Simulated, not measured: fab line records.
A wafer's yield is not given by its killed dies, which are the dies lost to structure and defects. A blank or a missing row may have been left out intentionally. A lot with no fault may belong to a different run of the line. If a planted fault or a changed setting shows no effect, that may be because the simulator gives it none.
Matching of chambers / flow n5Finfet / N5_BEOL_M15_DEP_53 on pecvd-03: 3 sister chambers
The step deposits SiCN from 3MS/NH3, target thk 50 nm, time 17.8 s. 6 wafers are shown with their chamber, then 9 later ones without.

EACH WAFER AND ITS CHAMBER
wafer=L087.1; chamber=0; throttleValvePct (%)=19.1; showerheadPlenumPTorr (Torr)=4.191
wafer=L087.5; chamber=2; throttleValvePct (%)=16.1; showerheadPlenumPTorr (Torr)=4.165
wafer=L087.6; chamber=1; throttleValvePct (%)=18.6; showerheadPlenumPTorr (Torr)=4.173
wafer=L088.4; chamber=2; throttleValvePct (%)=16.2; showerheadPlenumPTorr (Torr)=4.179
wafer=L088.5; chamber=1; throttleValvePct (%)=18.7; showerheadPlenumPTorr (Torr)=4.176
wafer=L088.6; chamber=0; throttleValvePct (%)=19.0; showerheadPlenumPTorr (Torr)=4.189

WAFERS WHOSE CHAMBER IS MISSING
wafer=L091.2; throttleValvePct (%)=18.9; showerheadPlenumPTorr (Torr)=4.174
wafer=L091.5; throttleValvePct (%)=18.7; showerheadPlenumPTorr (Torr)=4.168
wafer=L091.6; throttleValvePct (%)=19.2; showerheadPlenumPTorr (Torr)=4.186
wafer=L095.2; throttleValvePct (%)=18.9; showerheadPlenumPTorr (Torr)=4.173
wafer=L095.4; throttleValvePct (%)=19.0; showerheadPlenumPTorr (Torr)=4.182
wafer=L095.5; throttleValvePct (%)=18.9; showerheadPlenumPTorr (Torr)=4.173
wafer=L097.3; throttleValvePct (%)=16.2; showerheadPlenumPTorr (Torr)=4.171
wafer=L097.4; throttleValvePct (%)=15.9; showerheadPlenumPTorr (Torr)=4.166
wafer=L097.6; throttleValvePct (%)=19.2; showerheadPlenumPTorr (Torr)=4.189

WHICH CHAMBER EACH ONE RAN IN
wafer=L091.2; from the rows above=can't be placed: 0 or 1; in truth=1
wafer=L091.5; from the rows above=1; in truth=1
wafer=L091.6; from the rows above=0; in truth=0
wafer=L095.2; from the rows above=can't be placed: 1 or 0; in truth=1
wafer=L095.4; from the rows above=0; in truth=0
wafer=L095.5; from the rows above=can't be placed: 1 or 0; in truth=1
wafer=L097.3; from the rows above=2; in truth=2
wafer=L097.4; from the rows above=2; in truth=2
wafer=L097.6; from the rows above=0; in truth=0
6 of 9 placed correctly. From these rows, 3 cannot be placed; in 3 the true chamber is one of the candidates. Wrongly placed: 0.
How it was worked out, from the rows above alone: a wafer's distance from a chamber is the root of the sum, over the readings, of the square of ((its reading less the chamber's mean) divided by the reading's scatter). If the next closest chamber is less than 2 further off than the closest, the wafer can't be placed; otherwise it belongs to the closest. Each chamber's mean is taken over the wafers shown for it. The scatter is the square root of a quotient: the sum, over the shown wafers, of each reading's squared deviation from its chamber's mean, divided by wafers minus chambers.
